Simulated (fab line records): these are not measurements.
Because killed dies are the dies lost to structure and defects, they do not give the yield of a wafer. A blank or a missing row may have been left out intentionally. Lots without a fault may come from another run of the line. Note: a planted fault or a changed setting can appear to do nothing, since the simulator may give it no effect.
Problem report in the 8D (eight disciplines) form, filled by code + flow n5 finfet + the parts of the form that need people (team, actions taken, sign-off) are left out

1. PROBLEM STATEMENT
Mean of cd nm at N5_GATE_CUT_CD_MEAS_13: 22.30 nm across 6 wafers in 2 lots; on wafers with no fault it is 20.24 nm (standard deviation 0.26). Relative to the usual mean, that is a shift of +7.9 standard deviations.
The step: target cd 20 nm.
First observed at day 9 11:38: wafer L345.1, on cd sem-02. The record holds 38 wafers of 14 lots with a number at this step. The rule behind "out" and "out of limits": a value lying over 4 standard deviations away from the usual mean. The other wafers with a number count as sound.

2. WHAT IT IS; WHAT IT IS NOT
| question                    | is                     | is not                                                                 |
|-----------------------------|------------------------|------------------------------------------------------------------------|
| which readings at this step | cd nm                  | -                                                                      |
| which lots                  | L345, L346             | L325, L326, L327, L329, L330, L331, L333, L334, L335, L336, L337, L338 |
| which wafers of those lots  | all that have a number | -                                                                      |
| read on which gauges        | cd sem-01, cd sem-02   | cd sem-03                                                              |
| when                        | from day 9 11:38       | up to then (32 sound wafers)                                           |

3. THE SUSPECTS, EACH WITH WHAT RULES IT OUT
Counting: a tool stays on the suspect list if, at a process step up to the reading, it processed all lots that are out and no sound lot following the first of them.
- the gauge at N5_GATE_CUT_CD_MEAS_13: ruled out. Those wafers that are out were read across 2 gauges (cd sem-01, cd sem-02).
- euv scanner-02 at N5_GATE_CUT_EXPOSE_10 (exposes mask GATE CUT, target cd 20 nm): kept. All lots that are out passed through it, beginning with L345 at day 9 11:30, and no sound lot followed; its final sound lot before that point was L338 at day 7 17:59. Out on those wafers are its own readings of exposure dose mJ cm2.
The count leaves euv scanner-02 at N5_GATE_CUT_EXPOSE_10.

4. THE CAUSE (what the simulator had put in)
Process parameter drift: euv scanner-02, from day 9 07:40 on, at N5_GATE_CUT_EXPOSE_10. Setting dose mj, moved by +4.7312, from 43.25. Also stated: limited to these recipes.
Counting left only this tool.

5. SEQUENCE OF EFFECTS, ordered by route
Each row: a reading whose mean over the struck wafers that have a number lies more than 3 standard deviations from the usual. Readings are gone through only where the record gives a usual standard deviation; hours: the median, over the lots, of the time from a lot's start at the first step in this table giving one to that lot's start at this step; sigmas: the change measured in usual standard deviations.
| hours | step                   | reading              | usual    | on struck wafers | change | sigmas |
|-------|------------------------|----------------------|----------|------------------|--------|--------|
| 0     | N5_GATE_CUT_EXPOSE_10  | exposure dose mJ cm2 | 43.5     | 47.5             | +4.0   | +13    |
| 0     | N5_GATE_CUT_CD_MEAS_13 | cd nm                | 20.24 nm | 22.30            | +2.06  | +7.9   |
It contains these process steps:
- N5_GATE_CUT_EXPOSE_10: exposes mask GATE CUT, target cd 20 nm.

6. HOW IT WOULD HAVE BEEN CAUGHT EARLIER
In this record the first reading out of limits at a measuring or inspecting step was taken at day 9 11:38, 4 hours after the fault began at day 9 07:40.
Tool's own readings at N5_GATE_CUT_EXPOSE_10, exposure dose mJ cm2: out on all struck wafers the step has rows for; an alarm limit on them would have tripped on the first.
Lots out: 2; of these, L346 started N5_GATE_CUT_EXPOSE_10 on euv scanner-02 after day 9 11:38. Had the tool been put on hold then, it would have been spared.
